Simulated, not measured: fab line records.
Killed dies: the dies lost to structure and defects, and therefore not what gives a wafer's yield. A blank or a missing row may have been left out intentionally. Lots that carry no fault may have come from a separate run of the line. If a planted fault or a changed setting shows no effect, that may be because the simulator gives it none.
fab line records	flow n5-finfet
[record] lots = 24	wafers = 72	last-day = 18
route steps=1938 shown BEOL_M4@1061
lots that met no fault: taken from a fault-free run of the same line
start-h: hours from the record's opening day to when the first of the lot's shown wafers began	wait-h: how many hours have passed since the lot's step before this one	" unchanged from the row above	L1.1+2: several wafers, shown together as one row	- no value present, or no start provided	* or withheld: withheld	< > ~ a bound
route shown NAME@n: NAME is a module with steps in the file, n the number in the route of the first one	usual: mean/standard deviation of fault-free wafers	same: alike in all rows	chamber/n: place in a boat	sites: per-site readings	_std_site: the standard deviation of these	_edge_site: inner sites' mean taken away from outer sites' mean	radius-mm: how far each site lies from the wafer's centre	mask NAME#n: copy n	behind: tool/chamber where the wafer was last shaped	hold: what put the lot on hold/how long, in hours/how the hold closed	device: names the non-switching transistor (n, p or np)	end of line: tests run on the same wafers once the route is complete	a step given without rows: its recipe and nothing more	killed: the dies lost at the first sort to structure and to defects; this is not the yield of the wafer	map: dies across one wafer; x = killed, . = not, _ = none there
set.NAME: the run value of the setting; set.NAME@STEP: its run value at that earlier step	model.NAME: the simulator's own value behind a step, which no gauge read
steps of the route over a sample of lots; a table a step, a row a wafer
services: the hour from which a tool's chamber was out of use, counted from the record's first day as start-h (under 0 if before that day), plus the number of hours and why
[[steps]]
[step N5_BEOL_M4_ETCH_69]
[recipe] chemistry = CF4	target = SiARC	target-depth-a = 156	mask-material = CAR-EUV	time-s = 26	ion-energy-ev = 80	pressure-mtorr = 40	source-w = 545	bias-w = 36	Ar_flow_sccm = 100	cf4-flow-sccm = 100	ends = cleared
[usual] drypump-motor-current-A = 5.6/0.53	etch-rf-on-time-s = 26.1/0.69	oes-product-au = 0.68/0.069	rf-vpp-V = 184.1/1.2	showerhead-plenum-p-Torr = 2.15/0.071	throttle-valve-pct = 15.5/0.33
lot.wafer	tool	chamber	start-h	wait-h	drypump-motor-current-A	etch-rf-on-time-s	oes-product-au	rf-hours-counter-h	rf-vpp-V	showerhead-plenum-p-Torr	throttle-valve-pct
L075.3	rie-diel-06	2	154.21	0.0	6.4	25.5	0.60	229	184.4	2.04	16.2
L075.4	"	0	"	"	5.0	25.5	0.78	44	184.8	2.27	15.3
L075.6	"	2	"	"	6.4	25.5	0.60	-	180.6	2.04	16.2
L074.2	rie-diel-06	1	157.97	0.0	5.1	25.6	0.58	246	183.2	2.11	15.7
L074.5	"	1	"	"	5.1	25.5	0.58	-	183.3	2.11	15.7
L074.6	"	0	"	"	5.0	25.6	0.77	-	185.5	2.27	15.2
L076.1	rie-diel-02	0	160.95	0.0	5.7	25.4	0.72	61	183.3	2.10	15.2
L076.3	"	1	"	"	6.0	26.5	0.61	208	184.7	2.20	15.7
L076.5	"	0	"	"	5.7	25.1	0.73	-	184.6	2.10	15.2
L077.1	rie-diel-05	3	166.78	0.0	5.3	26.6	0.58	237	184.7	2.12	15.6
L077.2	"	1	"	"	4.8	25.8	0.81	8	184.7	2.11	15.0
L077.3	"	0	"	"	5.3	27.2	0.68	96	182.5	2.07	15.2
L079.3	rie-diel-02	2	186.42	0.0	5.3	26.8	0.74	41	186.8	2.26	15.1
L079.5	"	3	"	"	5.8	26.0	0.68	-	185.1	2.15	15.4
L079.6	"	0	"	"	5.6	25.2	0.72	-	185.0	2.09	15.3
L078.1	rie-diel-06	3	189.45	0.0	6.6	27.1	0.59	220	184.6	2.20	15.9
L078.5	"	3	"	"	6.6	27.0	0.59	-	185.7	2.20	15.9
L078.6	"	0	"	"	5.0	25.5	0.76	-	185.2	2.26	15.3
L080.3	rie-diel-05	1	199.40	0.0	4.9	25.4	0.78	21	182.6	2.11	15.0
L080.4	"	2	"	"	5.6	26.8	0.66	-	185.3	2.15	15.5
L080.6	"	0	"	"	5.2	26.8	0.67	-	183.8	2.07	15.3
L082.2	rie-diel-02	1	202.68	0.0	6.0	26.6	0.60	222	183.8	2.19	15.7
L082.3	"	3	"	"	5.8	26.3	0.67	117	183.8	2.15	15.4
L082.6	"	0	"	"	5.6	25.4	0.72	-	183.6	2.09	15.3
L081.3	rie-diel-05	2	203.25	0.0	5.6	26.9	0.65	117	184.8	2.15	15.5
L081.4	"	1	"	"	4.9	25.7	0.77	-	182.7	2.11	15.0
L081.5	"	2	"	"	5.6	26.9	0.66	-	184.6	2.15	15.5
L083.2	rie-diel-02	3	204.56	0.0	5.8	25.5	0.68	118	183.3	2.15	15.4
L083.5	"	1	"	"	6.0	26.5	0.60	-	184.5	2.19	15.7
L083.6	"	2	"	"	5.3	26.3	0.74	-	185.3	2.26	15.1
L084.1	rie-diel-02	1	221.58	0.0	6.0	26.2	0.60	232	184.6	2.19	15.7
L084.3	"	2	"	"	5.4	26.6	0.74	53	184.9	2.26	15.1
L084.5	"	0	"	"	5.7	25.4	0.71	-	185.0	2.09	15.3
L085.1	rie-diel-06	0	228.79	0.0	5.0	25.8	0.74	63	185.4	2.26	15.3
L085.3	"	2	"	"	6.4	25.6	0.60	237	182.0	2.04	16.2
L085.4	"	0	"	"	5.0	25.9	0.75	-	183.1	2.26	15.3
L086.2	rie-diel-06	2	232.88	0.0	6.4	25.7	0.59	239	183.3	2.04	16.2
L086.4	"	2	"	"	6.4	25.9	0.59	-	184.1	2.04	16.3
L086.5	"	3	"	"	6.6	26.9	0.59	-	184.8	2.20	15.9
L087.1	rie-diel-06	0	251.41	0.0	5.0	25.3	0.74	74	185.9	2.26	15.3
L087.4	"	2	"	"	6.5	25.7	0.59	247	182.4	2.04	16.3
L087.5	"	2	"	"	6.5	25.5	0.59	-	185.1	2.04	16.3
L088.2	rie-diel-05	1	257.63	0.0	4.8	25.8	0.75	49	182.0	2.10	15.1
L088.5	"	2	"	"	5.6	26.8	0.64	-	183.2	2.15	15.6
L088.6	"	1	"	"	4.9	25.7	0.74	-	183.4	2.10	15.1
L089.1	rie-diel-02	0	260.34	0.0	5.7	25.2	0.69	101	184.2	2.08	15.3
L089.4	"	2	"	"	5.3	26.3	0.72	68	185.9	2.25	15.2
L089.6	"	3	"	"	5.8	25.6	0.67	-	183.6	2.14	15.4
L091.2	rie-diel-06	3	261.25	0.0	6.6	27.0	0.59	240	185.3	2.20	15.9
L091.5	"	2	"	"	6.4	25.7	0.58	-	181.9	2.04	16.3
L091.6	"	3	"	"	6.6	26.8	0.58	-	186.2	2.20	15.9
L090.2	rie-diel-05	0	261.31	0.0	5.3	27.4	0.64	139	181.9	2.06	15.3
L090.4	"	1	"	"	4.9	26.2	0.73	50	182.2	2.10	15.1
L090.5	"	2	"	"	5.6	27.0	0.64	-	185.0	2.14	15.6
L092.4	rie-diel-05	0	269.96	0.0	5.2	27.4	0.64	142	183.3	2.06	15.4
L092.5	"	3	"	"	5.4	27.0	0.76	-	182.1	2.11	15.2
L092.6	"	0	"	"	5.2	27.2	0.64	-	182.1	2.06	15.3
L093.1	rie-diel-05	0	276.18	0.0	5.3	27.1	0.64	145	183.3	2.06	15.4
L093.2	"	2	"	"	5.6	27.3	0.63	149	182.3	2.14	15.6
L093.6	"	2	"	"	5.6	27.1	0.63	-	183.7	2.14	15.6
L094.1	rie-diel-02	3	279.05	0.0	5.8	25.7	0.65	149	183.3	2.14	15.4
L094.4	"	2	"	"	5.3	26.2	0.71	-	185.3	2.25	15.2
L094.5	"	3	"	"	5.8	25.7	0.66	-	184.1	2.14	15.4
L095.1	rie-diel-02	0	286.33	0.0	5.7	25.5	0.68	111	182.7	2.08	15.3
L095.3	"	2	"	"	5.3	26.3	0.71	78	185.5	2.25	15.2
L095.4	"	3	"	"	5.8	25.7	0.65	-	185.5	2.14	15.5
L096.3	rie-diel-02	0	296.14	0.0	5.7	25.2	0.68	116	181.2	2.08	15.3
L096.4	"	3	"	"	5.8	25.6	0.65	157	184.8	2.14	15.5
L096.6	"	3	"	"	5.8	25.6	0.65	-	183.9	2.14	15.5
L097.2	rie-diel-06	0	301.06	0.0	5.0	25.4	0.73	94	185.1	2.25	15.3
L097.3	"	2	"	"	6.5	25.1	0.87	0	184.5	2.29	15.8
L097.5	"	2	"	"	6.4	25.1	0.87	-	185.0	2.29	15.8
[step N5_BEOL_M4_DEGAS_44]
[recipe] ambient = vacuum	temp-c = 250	time-s = 60
[usual] heater-power-w = 349/15
lot.wafer	tool	chamber	start-h	wait-h	heater-power-w
L075.3	pvd-sputter-03	-	159.45	0.2	360
L075.4	"	-	"	"	339
L075.6	"	-	"	"	338
L074.2	pvd-sputter-01	-	174.46	0.3	384
L074.5	"	-	"	"	338
L074.6	"	-	"	"	376
L076.1	pvd-sputter-03	-	174.52	0.3	332
L076.3	"	-	"	"	377
L076.5	"	-	"	"	327
L077.1	pvd-sputter-02	-	177.61	0.0	339
L077.2	"	-	"	"	343
L077.3	"	-	"	"	354
L078.1	pvd-sputter-02	-	191.46	0.7	328
L078.5	"	-	"	"	353
L078.6	"	-	"	"	348
L079.3	pvd-sputter-02	-	192.08	0.1	356
L079.5	"	-	"	"	359
L079.6	"	-	"	"	333
L080.3	pvd-sputter-02	-	200.36	0.0	352
L080.4	"	-	"	"	355
L080.6	"	-	"	"	331
L082.2	pvd-sputter-01	-	206.53	0.0	349
L082.3	"	-	"	"	380
L082.6	"	-	"	"	338
L081.3	pvd-sputter-03	-	206.67	0.0	354
L081.4	"	-	"	"	333
L081.5	"	-	"	"	353
L083.2	pvd-sputter-02	-	207.00	0.0	349
L083.5	"	-	"	"	341
L083.6	"	-	"	"	351
L084.1	pvd-sputter-03	-	222.80	0.0	354
L084.3	"	-	"	"	330
L084.5	"	-	"	"	378
L085.1	pvd-sputter-01	-	229.58	0.0	337
L085.3	"	-	"	"	334
L085.4	"	-	"	"	331
L086.2	pvd-sputter-02	-	238.58	1.0	349
L086.4	"	-	"	"	346
L086.5	"	-	"	"	346
L087.1	pvd-sputter-01	-	255.88	0.5	333
L087.4	"	-	"	"	376
L087.5	"	-	"	"	374
L088.2	pvd-sputter-02	-	260.12	0.0	349
L088.5	"	-	"	"	357
L088.6	"	-	"	"	341
L089.1	pvd-sputter-02	-	261.46	0.1	357
L089.4	"	-	"	"	343
L089.6	"	-	"	"	334
L091.2	pvd-sputter-02	-	264.52	0.3	348
L091.5	"	-	"	"	357
L091.6	"	-	"	"	348
L090.2	pvd-sputter-03	-	264.83	0.2	319
L090.4	"	-	"	"	353
L090.5	"	-	"	"	341
L093.1	pvd-sputter-01	-	281.86	0.6	344
L093.2	"	-	"	"	346
L093.6	"	-	"	"	334
L092.4	pvd-sputter-02	-	285.71	0.4	347
L092.5	"	-	"	"	355
L092.6	"	-	"	"	349
L094.1	pvd-sputter-02	-	285.79	0.0	336
L094.4	"	-	"	"	351
L094.5	"	-	"	"	334
L095.1	pvd-sputter-01	-	291.61	0.2	335
L095.3	"	-	"	"	381
L095.4	"	-	"	"	345
L096.3	pvd-sputter-02	-	299.95	0.1	343
L096.4	"	-	"	"	345
L096.6	"	-	"	"	352
L097.2	pvd-sputter-02	-	303.37	0.4	362
L097.3	"	-	"	"	361
L097.5	"	-	"	"	330
[step N5_BEOL_M4_PRE_CLEAN_45]
[recipe] gas = H2/He	time-s = 30	temp-c = 250
[usual] heater-power-w = 348/15
lot.wafer	tool	chamber	start-h	wait-h	heater-power-w
L075.3	pvd-sputter-03	-	159.49	0.0	355
L075.4	"	-	"	"	339
L075.6	"	-	"	"	335
L074.2	pvd-sputter-01	-	174.50	0.0	381
L074.5	"	-	"	"	317
L074.6	"	-	"	"	381
L076.1	pvd-sputter-03	-	174.56	0.0	320
L076.3	"	-	"	"	370
L076.5	"	-	"	"	315
L077.1	pvd-sputter-02	-	177.65	0.0	349
L077.2	"	-	"	"	332
L077.3	"	-	"	"	350
L078.1	pvd-sputter-02	-	191.50	0.0	334
L078.5	"	-	"	"	356
L078.6	"	-	"	"	345
L079.3	pvd-sputter-02	-	192.12	0.0	345
L079.5	"	-	"	"	367
L079.6	"	-	"	"	335
L080.3	pvd-sputter-02	-	200.40	0.0	360
L080.4	"	-	"	"	359
L080.6	"	-	"	"	333
L082.2	pvd-sputter-01	-	206.57	0.0	337
L082.3	"	-	"	"	369
L082.6	"	-	"	"	331
L081.3	pvd-sputter-03	-	206.71	0.0	350
L081.4	"	-	"	"	347
L081.5	"	-	"	"	348
L083.2	pvd-sputter-02	-	207.04	0.0	359
L083.5	"	-	"	"	336
L083.6	"	-	"	"	344
L084.1	pvd-sputter-03	-	222.84	0.0	354
L084.3	"	-	"	"	330
L084.5	"	-	"	"	364
L085.1	pvd-sputter-01	-	229.62	0.0	329
L085.3	"	-	"	"	338
L085.4	"	-	"	"	336
L086.2	pvd-sputter-02	-	238.62	0.0	345
L086.4	"	-	"	"	355
L086.5	"	-	"	"	354
L087.1	pvd-sputter-01	-	255.92	0.0	345
L087.4	"	-	"	"	377
L087.5	"	-	"	"	382
L088.2	pvd-sputter-02	-	260.16	0.0	348
L088.5	"	-	"	"	357
L088.6	"	-	"	"	332
L089.1	pvd-sputter-02	-	261.50	0.0	353
L089.4	"	-	"	"	328
L089.6	"	-	"	"	338
L091.2	pvd-sputter-02	-	264.56	0.0	364
L091.5	"	-	"	"	349
L091.6	"	-	"	"	347
L090.2	pvd-sputter-03	-	264.87	0.0	322
L090.4	"	-	"	"	353
L090.5	"	-	"	"	343
L093.1	pvd-sputter-01	-	281.90	0.0	337
L093.2	"	-	"	"	337
L093.6	"	-	"	"	346
L092.4	pvd-sputter-02	-	285.75	0.0	359
L092.5	"	-	"	"	354
L092.6	"	-	"	"	359
L094.1	pvd-sputter-02	-	285.83	0.0	332
L094.4	"	-	"	"	359
L094.5	"	-	"	"	339
L095.1	pvd-sputter-01	-	291.65	0.0	336
L095.3	"	-	"	"	371
L095.4	"	-	"	"	339
L096.3	pvd-sputter-02	-	299.99	0.0	352
L096.4	"	-	"	"	364
L096.6	"	-	"	"	358
L097.2	pvd-sputter-02	-	303.41	0.0	364
L097.3	"	-	"	"	352
L097.5	"	-	"	"	327
[step N5_BEOL_M4_ANNEAL_89]
[recipe] temp-c = 400	time-s = 240	ambient = vacuum
[usual] heater-power-w = 868/41
lot.wafer	tool	chamber	start-h	wait-h	heater-power-w
L075.3	pvd-sputter-02	-	161.11	0.0	923
L075.4	"	-	"	"	828
L075.6	"	-	"	"	881
L074.2	pvd-sputter-01	-	176.10	0.0	845
L074.5	"	-	"	"	847
L074.6	"	-	"	"	939
L076.1	pvd-sputter-02	-	176.47	0.0	900
L076.3	"	-	"	"	903
L076.5	"	-	"	"	904
L077.1	pvd-sputter-03	-	179.34	0.0	863
L077.2	"	-	"	"	933
L077.3	"	-	"	"	813
L078.1	pvd-sputter-02	-	193.36	0.0	884
L078.5	"	-	"	"	862
L078.6	"	-	"	"	817
L079.3	pvd-sputter-01	-	193.90	0.0	960
L079.5	"	-	"	"	832
L079.6	"	-	"	"	861
L080.3	pvd-sputter-03	-	201.87	0.0	889
L080.4	"	-	"	"	842
L080.6	"	-	"	"	850
L082.2	pvd-sputter-03	-	208.20	0.0	867
L082.3	"	-	"	"	823
L082.6	"	-	"	"	825
L081.3	pvd-sputter-02	-	208.34	0.0	875
L081.4	"	-	"	"	857
L081.5	"	-	"	"	882
L083.2	pvd-sputter-01	-	209.63	0.0	844
L083.5	"	-	"	"	824
L083.6	"	-	"	"	942
L084.1	pvd-sputter-01	-	224.35	0.0	842
L084.3	"	-	"	"	858
L084.5	"	-	"	"	831
L085.1	pvd-sputter-01	-	231.12	0.0	848
L085.3	"	-	"	"	850
L085.4	"	-	"	"	844
L086.2	pvd-sputter-03	-	240.19	0.0	845
L086.4	"	-	"	"	969
L086.5	"	-	"	"	883
L087.1	pvd-sputter-01	-	258.88	0.0	948
L087.4	"	-	"	"	836
L087.5	"	-	"	"	937
L088.2	pvd-sputter-03	-	261.75	0.0	878
L088.5	"	-	"	"	870
L088.6	"	-	"	"	802
L089.1	pvd-sputter-03	-	263.71	0.0	849
L089.4	"	-	"	"	805
L089.6	"	-	"	"	851
L090.2	pvd-sputter-02	-	266.48	0.0	862
L090.4	"	-	"	"	892
L090.5	"	-	"	"	861
L091.2	pvd-sputter-03	-	267.23	0.0	855
L091.5	"	-	"	"	838
L091.6	"	-	"	"	922
L093.1	pvd-sputter-01	-	284.74	0.0	841
L093.2	"	-	"	"	929
L093.6	"	-	"	"	820
L092.4	pvd-sputter-02	-	287.25	0.0	890
L092.5	"	-	"	"	855
L092.6	"	-	"	"	835
L094.1	pvd-sputter-03	-	287.63	0.0	864
L094.4	"	-	"	"	843
L094.5	"	-	"	"	893
L095.1	pvd-sputter-02	-	293.28	0.0	850
L095.3	"	-	"	"	879
L095.4	"	-	"	"	882
L096.3	pvd-sputter-01	-	301.65	0.0	836
L096.4	"	-	"	"	840
L096.6	"	-	"	"	952
L097.2	pvd-sputter-02	-	306.65	0.0	887
L097.3	"	-	"	"	882
L097.5	"	-	"	"	891
[step N5_BEOL_M4_DEP_57]
[recipe] material = SiCN	target-thk-a = 80	temp-c = withheld	precursor = 3MS/NH3	pressure-torr = 3	rf-w = 202	time-s = 14
[usual] showerhead-plenum-p-Torr = 3.659/0.015	throttle-valve-pct = 9.0/0.3
lot.wafer	tool	chamber	start-h	wait-h	showerhead-plenum-p-Torr	throttle-valve-pct
L075.3	pecvd-04	1	163.07	0.0	3.644	9.0
L075.4	"	2	"	"	3.672	9.2
L075.6	"	1	"	"	3.651	9.2
L074.2	pecvd-04	0	177.88	0.0	3.644	9.0
L074.5	"	2	"	"	3.685	8.8
L074.6	"	0	"	"	3.636	8.6
L076.1	pecvd-04	0	178.25	0.0	3.638	8.6
L076.3	"	1	"	"	3.648	9.3
L076.5	"	2	"	"	3.683	9.2
L077.1	pecvd-04	2	181.12	0.0	3.671	9.2
L077.2	"	1	"	"	3.635	9.2
L077.3	"	0	"	"	3.644	8.5
L078.1	pecvd-04	2	195.14	0.0	3.675	9.3
L078.5	"	2	"	"	3.674	9.1
L078.6	"	1	"	"	3.656	9.2
L079.3	pecvd-02	0	195.68	0.0	3.661	8.5
L079.5	"	1	"	"	3.641	9.4
L079.6	"	0	"	"	3.666	8.7
L080.3	pecvd-02	1	203.65	0.0	3.644	8.8
L080.4	"	0	"	"	3.661	9.0
L080.6	"	1	"	"	3.640	9.1
L082.2	pecvd-01	1	210.06	0.0	3.670	9.3
L082.3	"	1	"	"	3.657	9.5
L082.6	"	1	"	"	3.659	9.5
L081.3	pecvd-04	1	210.12	0.0	3.653	9.0
L081.4	"	1	"	"	3.649	9.0
L081.5	"	2	"	"	3.682	9.4
L083.2	pecvd-04	0	214.61	0.0	3.635	8.8
L083.5	"	0	"	"	3.649	8.7
L083.6	"	2	"	"	3.684	9.3
L084.1	pecvd-02	2	226.13	0.0	3.667	8.8
L084.3	"	0	"	"	3.662	8.7
L084.5	"	1	"	"	3.640	8.9
L085.1	pecvd-02	0	233.27	0.0	3.662	8.7
L085.3	"	1	"	"	3.638	9.1
L085.4	"	1	"	"	3.633	8.9
L086.2	pecvd-02	0	241.97	0.0	3.660	9.0
L086.4	"	1	"	"	3.645	8.7
L086.5	"	2	"	"	3.671	8.6
L087.1	pecvd-01	2	261.09	0.0	3.678	8.6
L087.4	"	2	"	"	3.678	8.9
L087.5	"	0	"	"	3.649	8.9
L088.2	pecvd-04	2	263.53	0.0	3.687	9.4
L088.5	"	2	"	"	3.681	9.5
L088.6	"	0	"	"	3.646	8.6
L089.1	pecvd-01	0	265.62	0.0	3.660	8.9
L089.4	"	0	"	"	3.663	8.6
L089.6	"	1	"	"	3.662	9.4
L090.2	pecvd-02	1	268.28	0.0	3.636	9.0
L090.4	"	0	"	"	3.655	8.9
L090.5	"	2	"	"	3.676	8.7
L091.2	pecvd-02	0	269.09	0.0	3.675	8.9
L091.5	"	1	"	"	3.643	8.9
L091.6	"	0	"	"	3.657	8.8
L093.1	pecvd-04	1	286.53	0.0	3.650	9.2
L093.2	"	2	"	"	3.676	9.2
L093.6	"	1	"	"	3.647	9.1
L092.4	pecvd-01	2	289.11	0.0	3.673	8.6
L092.5	"	2	"	"	3.669	8.9
L092.6	"	1	"	"	3.670	9.3
L094.1	pecvd-01	1	289.44	0.0	3.666	9.3
L094.4	"	2	"	"	3.675	8.8
L094.5	"	2	"	"	3.688	8.9
L095.1	pecvd-04	1	295.06	0.0	3.649	9.4
L095.3	"	2	"	"	3.677	9.1
L095.4	"	2	"	"	3.680	9.3
L096.3	pecvd-01	1	303.72	0.0	3.663	9.6
L096.4	"	2	"	"	3.676	8.7
L096.6	"	0	"	"	3.665	9.0
L097.2	pecvd-01	2	308.44	0.0	3.674	9.0
L097.3	"	1	"	"	3.659	9.2
L097.5	"	1	"	"	3.671	9.3
[step N5_BEOL_M4_RS_MEAS_58]
[recipe] thk-meas-gauge = four-point-probe	reads = Co_of_BEOL_M4_CO_CAP_55+Cu_of_BEOL_M4_ECD_50+Co_of_BEOL_M4_CVD_47+TaN_of_BEOL_M4_ALD_84
[usual] M4_RS = 0.70/0.042
lot.wafer	tool	chamber	start-h	wait-h	M4_RS[ohm/sq]
L075.3	film-metro-01	-	163.14	0.1	0.81
L075.4	"	-	"	"	0.84
L075.6	"	-	"	"	0.82
L074.2	film-metro-01	-	177.95	0.1	0.75
L074.5	"	-	"	"	0.73
L074.6	"	-	"	"	0.75
L076.1	film-metro-01	-	178.31	0.0	0.69
L076.3	"	-	"	"	0.68
L076.5	"	-	"	"	0.71
L077.1	film-metro-02	-	181.19	0.0	0.70
L077.2	"	-	"	"	0.68
L077.3	"	-	"	"	0.75
L078.1	film-metro-02	-	195.21	0.0	0.73
L078.5	"	-	"	"	0.75
L078.6	"	-	"	"	0.72
L079.3	film-metro-02	-	195.75	0.1	0.72
L079.5	"	-	"	"	0.68
L079.6	"	-	"	"	0.73
L080.3	film-metro-02	-	203.71	0.1	0.67
L080.4	"	-	"	"	0.69
L080.6	"	-	"	"	0.70
L082.2	film-metro-02	-	210.15	0.1	0.68
L082.3	"	-	"	"	0.67
L082.6	"	-	"	"	0.65
L081.3	film-metro-01	-	210.19	0.1	0.73
L081.4	"	-	"	"	0.69
L081.5	"	-	"	"	0.79
L083.2	film-metro-02	-	214.68	0.1	0.72
L083.5	"	-	"	"	0.66
L083.6	"	-	"	"	0.69
L084.1	film-metro-02	-	226.20	0.0	0.74
L084.3	"	-	"	"	0.68
L084.5	"	-	"	"	0.72
L085.1	film-metro-01	-	233.34	0.0	0.69
L085.3	"	-	"	"	0.68
L085.4	"	-	"	"	0.65
L086.2	film-metro-02	-	242.04	0.1	0.71
L086.4	"	-	"	"	0.66
L086.5	"	-	"	"	0.73
L087.1	film-metro-02	-	261.16	0.0	0.72
L087.4	"	-	"	"	0.72
L087.5	"	-	"	"	0.74
L088.2	film-metro-02	-	263.60	0.1	0.76
L088.5	"	-	"	"	0.74
L088.6	"	-	"	"	0.79
L089.1	film-metro-01	-	265.69	0.0	0.68
L089.4	"	-	"	"	0.74
L089.6	"	-	"	"	0.67
L090.2	film-metro-01	-	268.35	0.1	0.68
L090.4	"	-	"	"	0.62
L090.5	"	-	"	"	0.71
L091.2	film-metro-02	-	269.16	0.1	0.72
L091.5	"	-	"	"	0.63
L091.6	"	-	"	"	0.74
L093.1	film-metro-01	-	286.70	0.2	0.69
L093.2	"	-	"	"	0.70
L093.6	"	-	"	"	0.71
L092.4	film-metro-01	-	289.18	0.1	0.66
L092.5	"	-	"	"	0.67
L092.6	"	-	"	"	0.68
L094.1	film-metro-01	-	289.52	0.1	0.71
L094.4	"	-	"	"	0.64
L094.5	"	-	"	"	0.69
L095.1	film-metro-01	-	295.13	0.0	0.68
L095.3	"	-	"	"	0.64
L095.4	"	-	"	"	0.65
L096.3	film-metro-01	-	303.79	0.1	0.70
L096.4	"	-	"	"	0.69
L096.6	"	-	"	"	0.67
L097.2	film-metro-01	-	308.50	0.1	0.65
L097.3	"	-	"	"	0.71
L097.5	"	-	"	"	0.70
[[services]]
tool	chamber	start-h	hours	kind
rie-diel-02	0	151.41	1.6	repair
pecvd-01	-	152.21	1.7	repair
rie-diel-06	2	168.37	33.9	repair
rie-diel-06	-	195.13	28.1	pm
pecvd-02	0	206.64	4.7	repair
rie-diel-06	1	223.23	-	clean
rie-diel-06	1	223.23	-	consumable-replace:focus-ring
rie-diel-06	1	223.23	18.1	scheduled-down
rie-diel-06	1	223.23	18.1	vent-cycle
pecvd-01	-	241.79	14.6	pm
rie-diel-05	-	250.18	0.4	repair
pecvd-04	-	254.23	6.0	pm
rie-diel-02	1	268.76	-	clean
rie-diel-02	1	268.76	-	consumable-replace:focus-ring
rie-diel-02	1	268.76	20.5	scheduled-down
rie-diel-02	1	268.76	20.5	vent-cycle
pecvd-01	1	279.98	6.5	repair
rie-diel-06	2	280.14	-	clean
rie-diel-06	2	280.14	-	consumable-replace:focus-ring
rie-diel-06	2	280.14	-	consumable-replace:showerhead
rie-diel-06	2	280.14	20.4	scheduled-down
rie-diel-06	2	280.14	20.4	vent-cycle
pecvd-01	0	287.45	3.9	repair
pecvd-02	-	290.07	1.3	repair
[[key]]
fault none
